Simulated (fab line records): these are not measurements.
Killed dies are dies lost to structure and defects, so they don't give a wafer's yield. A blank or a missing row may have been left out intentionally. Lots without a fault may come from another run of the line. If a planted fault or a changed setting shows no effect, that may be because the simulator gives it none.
Matching of chambers	flow nand harc	NHARC_A_BONDPAD_STRIP_15 on rie diel-05 has 4 sister chambers
The step strips in O2. 16 wafers are shown with their chamber, then 8 later ones without.

## WAFERS WITH THEIR CHAMBER
wafer	chamber	showerhead plenum p Torr (Torr)	drypump motor current A (A)	oes product au (a.u.)
L390.1	2	3.34	6.2	1.027
L390.2	3	3.72	6.7	1.025
L390.6	2	3.34	6.2	1.020
L391.2	0	3.33	5.6	0.991
L391.4	3	3.72	6.6	1.013
L391.5	3	3.72	6.6	1.014
L395.1	3	3.72	6.7	1.018
L395.3	1	3.61	6.1	0.997
L395.6	2	3.33	6.2	1.010
L400.1	1	3.61	6.1	0.995
L400.2	0	3.33	5.6	0.984
L400.6	2	3.33	6.2	1.019
L396.1	3	3.72	6.7	0.998
L396.5	1	3.60	6.1	0.990
L396.6	3	3.72	6.6	1.000
L407.1	2	3.33	6.2	1.016

SIGNATURES (means of the wafers above)
reading	chamber 0	chamber 1	chamber 2	chamber 3	scatter within a chamber
showerhead plenum p Torr	3.3300	3.6067	3.3340	3.7200	0.00394
drypump motor current A	5.600	6.100	6.200	6.650	0.0354
oes product au	0.98750	0.99400	1.01840	1.01133	0.00791
Rule: for each reading, subtract the chamber's mean from the wafer's reading, divide by that reading's scatter and square the result; add these up over the readings and take the root, which gives the wafer's distance from the chamber. The wafer belongs to the nearest chamber; if the next one is less than 2 further off, it can't be placed. How the scatter is found: for the shown wafers, subtract from each reading the mean of its chamber, square and add these, divide the total by (wafers less chambers), then take the root.

## WAFERS WITHOUT THEIR CHAMBER
wafer	showerhead plenum p Torr (Torr)	drypump motor current A (A)	oes product au (a.u.)
L407.3	3.60	6.1	0.988
L407.5	3.33	5.6	1.009
L404.1	3.60	6.1	0.997
L404.3	3.33	5.6	1.006
L404.4	3.60	6.1	0.992
L409.2	3.33	5.6	1.009
L409.3	3.33	6.2	1.001
L409.5	3.60	6.1	1.001

## CHAMBER TAKEN BY EACH
wafer	from the rows above	in truth
L407.3	1	1
L407.5	0	0
L404.1	1	1
L404.3	0	0
L404.4	1	1
L409.2	0	0
L409.3	2	2
L409.5	1	1
Placed correctly: 8 of 8. Number that these rows cannot place: 0. Placed wrongly: 0.
